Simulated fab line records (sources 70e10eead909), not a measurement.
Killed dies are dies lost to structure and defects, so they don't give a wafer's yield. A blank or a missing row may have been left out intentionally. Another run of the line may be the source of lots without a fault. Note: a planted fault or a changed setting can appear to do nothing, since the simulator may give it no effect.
What tool caused it? :: flow nandHarc :: 11 lots, 33 wafers sampled, at 3 steps of a route of 1302

## WHAT EACH GAUGE READ, for each wafer
NHARC_P_ZERO_WELL_CD_MEAS_24 targets a cd of 720 nm.
lot: L155
measured: day 1 22:38
on: cdSem-02
cdNm (nm): 717.8 720.1 718.0

lot: L156
measured: day 2 08:31
on: cdSem-03
cdNm (nm): 722.0 721.7 721.8

lot: L157
measured: day 2 18:35
on: cdSem-03
cdNm (nm): 719.9 721.2 721.4

lot: L160
measured: day 4 00:35
on: cdSem-01
cdNm (nm): 721.4 719.4 720.9

lot: L161
measured: day 4 11:29
on: cdSem-02
cdNm (nm): 718.7 721.9 722.5

lot: L165
measured: day 6 02:55
on: cdSem-03
cdNm (nm): 707.3 705.9 709.2 707.0 706.0 709.2

lot: L167
measured: day 6 22:35
on: cdSem-02
cdNm (nm): 720.2 721.9 718.5

lot: L175
measured: day 10 06:34
on: cdSem-01
cdNm (nm): 718.8 717.3 720.6

lot: L176
measured: day 10 16:40
on: cdSem-02
cdNm (nm): 722.6 721.1 719.9

lot: L177
measured: day 11 02:34
on: cdSem-01
cdNm (nm): 721.5 718.2 718.5

lot: L178
measured: day 11 12:20
on: cdSem-02
cdNm (nm): 719.3 723.4 719.4

## EACH LOT AND THE TOOL THAT RAN IT (in order: tool; ch and the chambers of the sampled wafers; start)
lot: L155
NHARC_P_ZERO_WELL_ETCH_65: rieDiel-07 ch 2,3, day 1 21:32
NHARC_P_ZERO_WELL_EXPOSE_21: krfScanner-01 ch 0, day 1 22:29

lot: L156
NHARC_P_ZERO_WELL_ETCH_65: rieDiel-07 ch 1,2, day 2 07:22
NHARC_P_ZERO_WELL_EXPOSE_21: krfScanner-04 ch 0, day 2 08:22

lot: L157
NHARC_P_ZERO_WELL_ETCH_65: rieDiel-13 ch 0,2, day 2 17:29
NHARC_P_ZERO_WELL_EXPOSE_21: krfScanner-01 ch 0, day 2 18:26

lot: L160
NHARC_P_ZERO_WELL_ETCH_65: rieDiel-13 ch 0,2,3, day 3 23:29
NHARC_P_ZERO_WELL_EXPOSE_21: krfScanner-01 ch 0, day 4 00:26

lot: L161
NHARC_P_ZERO_WELL_ETCH_65: rieDiel-03 ch 0,1,2, day 4 10:31
NHARC_P_ZERO_WELL_EXPOSE_21: krfScanner-01 ch 0, day 4 11:20

lot: L165
NHARC_P_ZERO_WELL_ETCH_65: rieDiel-03 ch 0,2,3, day 6 01:49
NHARC_P_ZERO_WELL_EXPOSE_21: krfScanner-01 ch 0, day 6 02:46

lot: L167
NHARC_P_ZERO_WELL_ETCH_65: rieDiel-07 ch 1,2, day 6 21:29
NHARC_P_ZERO_WELL_EXPOSE_21: krfScanner-04 ch 0, day 6 22:26

lot: L175
NHARC_P_ZERO_WELL_ETCH_65: rieDiel-13 ch 0,2, day 10 05:29
NHARC_P_ZERO_WELL_EXPOSE_21: krfScanner-02 ch 0, day 10 06:25

lot: L176
NHARC_P_ZERO_WELL_ETCH_65: rieDiel-13 ch 0,1,2, day 10 15:32
NHARC_P_ZERO_WELL_EXPOSE_21: krfScanner-04 ch 0, day 10 16:31

lot: L177
NHARC_P_ZERO_WELL_ETCH_65: rieDiel-03 ch 1,3, day 11 01:31
NHARC_P_ZERO_WELL_EXPOSE_21: krfScanner-04 ch 0, day 11 02:25

lot: L178
NHARC_P_ZERO_WELL_ETCH_65: rieDiel-13 ch 1,2,3, day 11 11:22
NHARC_P_ZERO_WELL_EXPOSE_21: krfScanner-04 ch 0, day 11 12:11
- NHARC_P_ZERO_WELL_ETCH_65: etches the open film in N2/H2, target depth 80 nm, overetch 24 nm, time 87.88 s.
- NHARC_P_ZERO_WELL_EXPOSE_21: exposes mask P NWELL, target cd 720 nm.

## THE ANSWER, worked out from the rows above alone
Rule: usual is defined by the lots themselves. Put in order of their means at a reading, lots are off if they are a third of the lots or fewer, leave a main group of 4 or more, and stand apart from it by a gap of 3 or more times the standard deviation of the main group's means; of several such gaps the widest counts. Not used: any main group whose means are identical at the precision the tables above print for the reading. A lot without any number at a reading at which 4 lots or more have one is off too. All remaining lots with rows at the step are treated as sound.
Off at NHARC_P_ZERO_WELL_CD_MEAS_24 (cdNm): L165. The main group has a mean of 720.3 nm with a standard deviation of 0.99.
If a tool, at a process step before that reading, ran all the lots that are off and no sound lot after the first of them, it fits. Gauges at NHARC_P_ZERO_WELL_CD_MEAS_24: tried the same way as those tools. Undecided on this evidence; 2 tools fit (krfScanner-01 at NHARC_P_ZERO_WELL_EXPOSE_21, cdSem-03 at NHARC_P_ZERO_WELL_CD_MEAS_24).

## WHAT THE SIMULATOR HAD PUT IN
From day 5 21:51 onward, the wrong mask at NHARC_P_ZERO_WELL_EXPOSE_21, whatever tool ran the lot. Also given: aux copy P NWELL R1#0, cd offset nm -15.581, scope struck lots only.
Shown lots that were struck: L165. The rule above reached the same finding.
